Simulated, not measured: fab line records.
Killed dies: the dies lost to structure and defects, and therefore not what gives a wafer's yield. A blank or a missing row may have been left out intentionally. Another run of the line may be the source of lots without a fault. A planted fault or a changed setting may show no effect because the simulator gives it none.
Comparing a struck lot with a sound one	flow nand-harc	14 out of 1159 route steps
Sound: wafers L335.3, L335.5, L335.6. Struck: wafer L337.2. (L337.4, L337.5 of the same lot were not struck and are left out.) The cause comes at the end.
Order at every step that has rows: each side's tool, ch and its chambers, its first start. Under that, the readings that differ: sound wafers	struck wafers	difference of the means	sigmas: that difference in standard deviations of wafers without a fault.
alike: readings whose means differ by less than 2 such deviations, and words and numbers that are the same on both sides. not compared: withheld readings, readings that some wafer has no value for, bounds like >300 that may hide the same value, and numbers for which the record gives no deviation and whose values overlap.
The two part at a step that has a row with sigmas, a row that says differs or no value, or rows on one side only. Numbers that have no deviation but don't overlap get no sigmas and don't part them. A reading missing from all wafers of one side parts the sides only when that side holds two or more wafers.

NHARC_A_BLC_ETCH_16: etches the open film in CF4, target depth 39 nm, time 65 s.
  sound on rie-diel-04 ch 1,3, day 20 06:49; struck on rie-diel-08 ch 0, day 21 16:02
  alike: drypump-motor-current-A, oes-product-au, rf-vpp-V, showerhead-plenum-p-Torr, throttle-valve-pct
  not compared: rf-hours-counter-h
then, 2 steps without rows for these wafers: NHARC_A_BLC_ETCH_17 (etches the open film in N2/H2, target depth 390 nm, time 609.38 s); NHARC_A_BLC_ETCH_18 (etches the open film in C4F8/O2/Ar, target depth 910 nm).
NHARC_A_BLC_CD_MEAS_19:
  sound on cd-sem-03 at day 20 07:52; struck on cd-sem-01 at day 21 16:55
  alike: cd-nm
NHARC_A_BLC_STRIP_29: strips in CF4.
  sound on rie-diel-10 ch 0,2,3, day 20 07:57; struck on rie-diel-08 ch 1, day 21 17:00
  alike: drypump-motor-current-A, oes-product-au, rf-vpp-V, showerhead-plenum-p-Torr, throttle-valve-pct
  not compared: rf-hours-counter-h
then, 2 steps without rows for these wafers: NHARC_A_BLC_STRIP_21 (strips in O2); NHARC_A_BLC_STRIP_22 (strips in post etch residue remover, time 600 s).
NHARC_A_BLC_DEGAS_30: time 60 s.
  sound on pvd-sputter-02 at day 20 08:29; struck on pvd-sputter-03 at day 21 17:40
  alike: heater-power-w
then, 1 step without rows for these wafers: NHARC_A_BLC_PRE_CLEAN_31 (time 15 s).
NHARC_A_BLC_PVD_32: deposits Ti, target thk 5 nm, time 17.7 s.
  sound on pvd-sputter-02; struck on pvd-sputter-03
  alike: throttle-valve-pct
then, 1 step without rows for these wafers: NHARC_A_BLC_ALD_23 (deposits TiN, target thk 3 nm, pulse time 1 s, ald cycles 150).
NHARC_A_BLC_CVD_24: deposits W, target thk 150 nm, time 434 s.
  sound on cvd-w-01 ch 0,1; struck on cvd-w-01 ch 0
  alike: heater-power-w, throttle-valve-pct
NHARC_A_BLC_CMP_25: polishes, t overpolish 30 s, target thk 150 nm.
  sound on cmp-04 ch 2,3, day 20 09:35; struck on cmp-04 ch 1, day 21 23:58
reading	sound	struck	difference	sigmas
time-to-endpoint-s (s)	33.9 30.8 36.0	18.5	-15.1	-5
  alike: motor-current-A, overpolish-run-s
after that, 1 step had no rows for these wafers: NHARC_END_SORT_01.

== WHERE THEY PART ==
Only at NHARC_A_BLC_CMP_25, within this record.

WHY: whatever the simulator had introduced
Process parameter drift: cmp-04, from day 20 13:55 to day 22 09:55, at NHARC_A_BLC_CMP_25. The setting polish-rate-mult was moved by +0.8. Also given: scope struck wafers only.
